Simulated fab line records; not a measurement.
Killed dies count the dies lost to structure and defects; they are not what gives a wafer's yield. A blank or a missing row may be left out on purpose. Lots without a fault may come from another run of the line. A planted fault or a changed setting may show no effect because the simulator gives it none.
Chamber matching || flow n5Finfet || N5_HKMG_FIN_STRIP_34 on rieDiel-02: 4 sister chambers
The step strips in CF4. 4 wafers are shown with their chamber, then 7 later ones without.

## WAFERS, EACH WITH ITS CHAMBER
{"wafer": "L080.1", "chamber": 1, "throttleValvePct (%)": 13.23}
{"wafer": "L088.1", "chamber": 3, "throttleValvePct (%)": 13.28}
{"wafer": "L092.1", "chamber": 2, "throttleValvePct (%)": 13.72}
{"wafer": "L092.4", "chamber": 0, "throttleValvePct (%)": 13.36}

## WAFERS WHOSE CHAMBER IS MISSING
{"wafer": "L092.6", "throttleValvePct (%)": 13.31}
{"wafer": "L095.1", "throttleValvePct (%)": 13.74}
{"wafer": "L095.2", "throttleValvePct (%)": 13.33}
{"wafer": "L095.4", "throttleValvePct (%)": 13.36}
{"wafer": "L097.1", "throttleValvePct (%)": 13.34}
{"wafer": "L097.2", "throttleValvePct (%)": 13.39}
{"wafer": "L097.5", "throttleValvePct (%)": 13.77}

## WHICH CHAMBER EACH ONE RAN IN
{"wafer": "L092.6", "from the rows above": "can't be placed: 3 or 0 or 1", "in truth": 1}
{"wafer": "L095.1", "from the rows above": 2, "in truth": 2}
{"wafer": "L095.2", "from the rows above": "can't be placed: 0 or 3", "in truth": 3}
{"wafer": "L095.4", "from the rows above": 0, "in truth": 0}
{"wafer": "L097.1", "from the rows above": "can't be placed: 0 or 3", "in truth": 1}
{"wafer": "L097.2", "from the rows above": 0, "in truth": 0}
{"wafer": "L097.5", "from the rows above": 2, "in truth": 2}
Correctly placed: 4 of 7. From these rows, 3 cannot be placed; in 2 the true chamber is one of the candidates. Wrongly placed: 0.
How it was worked out, from the rows above alone: a wafer's distance from a chamber is the root of the sum, over the readings, of the square of ((its reading less the chamber's mean) divided by the reading's scatter). The wafer belongs to the nearest chamber; if the next one is less than 2 further off, it can't be placed. The mean given for a chamber averages the wafers shown for that chamber. The scatter (one wafer shown for each chamber): square how far every hidden wafer sits from the nearest shown wafer, average those squares and take the square root.
